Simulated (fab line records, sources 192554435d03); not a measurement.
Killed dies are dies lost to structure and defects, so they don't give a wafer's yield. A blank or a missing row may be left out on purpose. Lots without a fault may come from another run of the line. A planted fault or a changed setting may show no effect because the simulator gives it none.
One fault seen from 2 desks | flow n5_finfet | each desk has only its own numbers; what lay behind them comes last

THE TOOL OWNER'S DESK: litho_track-01
The tool's own readings at N5_BEOL_M2_COAT_68 (time 60 s, resist thk 12 nm): means of the sampled wafers that have a number, for each lot that ran on this tool. A lot is out of limits, marked OUT, if its mean lies more than 4 standard deviations from the usual mean; the brackets give that distance.
Columns: A = spin_speed_rpm at N5_BEOL_M2_COAT_68, usual 1499.9 rpm
lot  | first seen here | A
L870 | day 7 12:51     | 1455.1 (-45) OUT
L871 | day 7 23:02     | 1456.5 (-43) OUT
L880 | day 10 08:49    | 1500.1
L882 | day 10 21:44    | 1500.4
L883 | day 11 02:31    | 1499.9
This desk's finding: out of limits on L870, L871; first on L870, day 7 12:51 (spin_speed_rpm at N5_BEOL_M2_COAT_68). In limits: L880, L882, L883.

THE METROLOGY DESK
What the gauges read, lot by lot, whatever tool the lot ran on: means of the sampled wafers that have a number. A lot is out of limits, marked OUT, if its mean lies more than 4 standard deviations from the usual mean; the brackets give that distance. Of its 10 readings 7 are shown: those that lie furthest out on some lot.
Columns: A = DIBL_P at N5_BEOL_M4_RC_MEAS_101, usual 35.9 mV/V; B = IOFF_N at N5_BEOL_M4_RC_MEAS_101, usual 0.16 nA/um; C = ION_N at N5_BEOL_M4_RC_MEAS_101, usual 672 uA/um; D = ION_P at N5_BEOL_M4_RC_MEAS_101, usual 461 uA/um; E = SS_N at N5_BEOL_M4_RC_MEAS_101, usual 71.4 mV/dec; F = VT_N at N5_BEOL_M4_RC_MEAS_101, usual 250 mV; G = VT_P at N5_BEOL_M4_RC_MEAS_101, usual -251 mV
lot  | first seen here | A    | B    | C   | D   | E    | F   | G
L866 | day 7 19:40     | 35.3 | 0.16 | 675 | 459 | 71.9 | 249 | -253
L870 | day 8 20:38     | 37.3 | 0.18 | 675 | 466 | 71.5 | 249 | -247
L871 | day 9 08:31     | 36.7 | 0.16 | 672 | 462 | 71.8 | 251 | -251
L873 | day 9 17:13     | 38.0 | 0.19 | 675 | 467 | 71.9 | 251 | -249
L880 | day 11 19:51    | 36.2 | 0.16 | 664 | 465 | 71.0 | 250 | -247
L882 | day 12 01:48    | 33.8 | 0.11 | 663 | 462 | 70.5 | 253 | -253
L883 | day 12 09:31    | 36.9 | 0.15 | 666 | 446 | 72.0 | 252 | -256
L884 | day 12 16:39    | 34.6 | 0.15 | 672 | 459 | 71.2 | 250 | -253
L885 | day 12 20:54    | 36.7 | 0.17 | 671 | 460 | 71.6 | 250 | -247
L889 | day 13 23:44    | 32.6 | 0.11 | 657 | 457 | 70.9 | 256 | -253
This desk's finding: nothing out of limits on any of the 10 lots.

PUT TOGETHER
The tool owner's desk could have raised an alarm at day 7 12:51, on L870, L871.
The metrology desk saw nothing out of limits.
The metrology desk has L870, L871 on record, within its limits.
Of the lots named, all ran N5_BEOL_M2_COAT_68 on litho_track-01.

WHAT THE SIMULATOR HAD PUT IN
Process parameter drift: litho_track-01, from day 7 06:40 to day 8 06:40, at N5_BEOL_M2_COAT_68. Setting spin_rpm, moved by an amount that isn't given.
Lots struck among those shown: L870, L871.
Hours from the fault's start to each desk's first reading out of limits: the tool owner's desk, 6.
